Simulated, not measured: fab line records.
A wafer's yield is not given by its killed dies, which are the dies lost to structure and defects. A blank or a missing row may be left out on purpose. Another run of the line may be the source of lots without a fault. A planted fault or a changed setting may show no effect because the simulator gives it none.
Matching of chambers	flow n5_finfet	N5_BEOL_M6_ETCH_62 on rie_diel-04: 4 sister chambers
The step etches SOC in N2/H2, target depth 110 nm, overetch 22 nm, time 165 s. 4 wafers are shown with their chamber, then 8 later ones without.

EACH WAFER AND ITS CHAMBER
wafer	chamber	drypump_motor_current_A (A)
L078.1	2	6.0
L085.2	0	6.0
L088.2	3	5.1
L087.2	1	5.9

WAFERS MISSING THEIR CHAMBER
wafer	drypump_motor_current_A (A)
L087.4	6.0
L087.6	5.2
L090.2	5.9
L090.3	5.2
L090.5	6.0
L097.1	5.2
L097.3	5.8
L097.4	6.0

WHICH CHAMBER EACH ONE RAN IN
wafer	from the rows above	in truth
L087.4	can't be placed: 0 or 2 or 1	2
L087.6	3	3
L090.2	can't be placed: 1 or 0 or 2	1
L090.3	3	3
L090.5	can't be placed: 0 or 2 or 1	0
L097.1	3	3
L097.3	can't be placed: 1 or 0 or 2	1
L097.4	can't be placed: 0 or 2 or 1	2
Correct placement for 3 of the 8. These rows do not allow placing 5 (true chamber among the candidates in 5). Wrongly placed: 0.
How it was worked out, from the rows above alone: a wafer's distance from a chamber is the root of the sum, over the readings, of the square of ((its reading less the chamber's mean) divided by the reading's scatter). The wafer belongs to the nearest chamber; if the next one is less than 2 further off, it can't be placed. For every chamber, the mean is computed from those of its wafers that are shown. The scatter: with one shown wafer a chamber, the root of the mean of the squares of how far each hidden wafer lies from its nearest shown one.
